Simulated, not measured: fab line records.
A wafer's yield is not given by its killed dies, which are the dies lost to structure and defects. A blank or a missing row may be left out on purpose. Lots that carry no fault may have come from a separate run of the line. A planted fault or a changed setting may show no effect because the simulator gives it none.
Code-filled problem report in 8D (eight disciplines) form | flow n5 finfet | the parts of the form that need people (team, actions taken, sign-off) are left out

1. THE ISSUE
At N5_BEOL_M14_OCD_MEAS_35, trench depth nm averages 986 nm over 2 wafers from 2 lots, while fault-free wafers read 562 nm, standard deviation 18. Relative to the usual mean, that is a shift of +24 standard deviations.
First observed at day 16 20:14: wafer L957.3, on ocd-01. At this step, 27 wafers from 9 lots have a number in the record. The rule behind "out" and "out of limits": a value lying over 4 standard deviations away from the usual mean. The other wafers with a number count as sound.

2. WHAT THIS IS AND IS NOT
question                    | is                | is not
which readings at this step | trench depth nm   | -
which lots                  | L957, L960        | L944, L945, L950, L951, L953, L964, L965
which wafers of those lots  | L957.3, L960.3    | L957.1, L957.6, L960.1, L960.6
read on which gauges        | ocd-01, ocd-02    | -
when                        | from day 16 20:14 | up to then (17 sound wafers); but 8 sound wafers of L960, L964, L965 came after

3. THE SUSPECTS, EACH WITH WHAT RULES IT OUT
Counting: if a tool at a process step up to the reading ran every lot that is out, it stays a suspect. Sound lots after the first of them don't rule it out here, since some wafers of a struck lot are sound.
- the gauge at N5_BEOL_M14_OCD_MEAS_35: ruled out. 2 gauges (ocd-01, ocd-02) read the wafers that are out.
- rie diel-02 at N5_BEOL_M14_ETCH_67 (etches SiARC in CF4, target depth 143 nm, time 238.3 s): kept. It ran every lot that is out, first L957 (day 16 19:39); its last sound lot up to then is L953 (day 15 14:37).
- rie diel-02 at N5_BEOL_M14_TRENCH_ETCH_34 (etches SiO2 in C4F8/O2/Ar, target depth 556.65 nm, time 126.9 s): kept. It ran every lot that is out, first L957 (day 16 20:04); its last sound lot up to then is L953 (day 15 15:02). Its own readings are out on those wafers: oes product au.
- Within rie diel-02 at N5_BEOL_M14_ETCH_67: the wafers that are out ran in chambers 0, 1; their sound lot-mates ran in chambers 2, 3.
- Within rie diel-02 at N5_BEOL_M14_TRENCH_ETCH_34: the wafers that are out ran in chambers 0, 1; their sound lot-mates ran in chambers 2, 3.
What counting leaves: rie diel-02 at N5_BEOL_M14_ETCH_67 and rie diel-02 at N5_BEOL_M14_TRENCH_ETCH_34.

4. THE CAUSE (what the simulator had put in)
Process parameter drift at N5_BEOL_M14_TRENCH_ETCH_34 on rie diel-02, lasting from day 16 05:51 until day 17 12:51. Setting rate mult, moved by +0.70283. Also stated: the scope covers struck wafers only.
This tool is one of the 2 suspects left after counting.

5. THE CHAIN OF EFFECTS, in route order
Rows list readings where the struck wafers' mean (over those with a number) sits beyond 3 standard deviations from the usual. Scope: only readings with a usual standard deviation given in the record; hours: median across lots of the time from each lot's start at the first step in this table that gives one to its start at this step; sigmas: change in usual standard deviations.
hours | step                       | reading         | usual         | on struck wafers | change  | sigmas
0     | N5_BEOL_M14_TRENCH_ETCH_34 | oes product au  | 0.82 a.u.     | 1.15             | +0.33   | +4.1
0     | N5_BEOL_M14_OCD_MEAS_35    | trench depth nm | 562 nm        | 986              | +424    | +24
6     | N5_BEOL_M14_THK_MEAS_50    | M14_THK         | 541 nm        | 932              | +390    | +23
6     | N5_BEOL_M14_RS_MEAS_54     | M14_RS          | 0.0328 ohm/sq | 0.0186           | -0.0143 | -13
Here are the process steps it includes:
- N5_BEOL_M14_TRENCH_ETCH_34: etches SiO2 in C4F8/O2/Ar, target depth 556.65 nm, time 126.9 s.

6. WHAT WOULD HAVE CAUGHT IT SOONER
The first out-of-limits reading at a measuring or inspecting step in this record came at day 16 20:14, 14 hours after the fault's start at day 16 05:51.
The tool's own readings at N5_BEOL_M14_TRENCH_ETCH_34 were out on every struck wafer that the step has a row for (oes product au): an alarm limit on them would have fired on the first of those.
Among the 2 lots that are out, L960 began N5_BEOL_M14_TRENCH_ETCH_34 on rie diel-02 after day 16 20:14. Had the tool been put on hold then, it would have been spared.
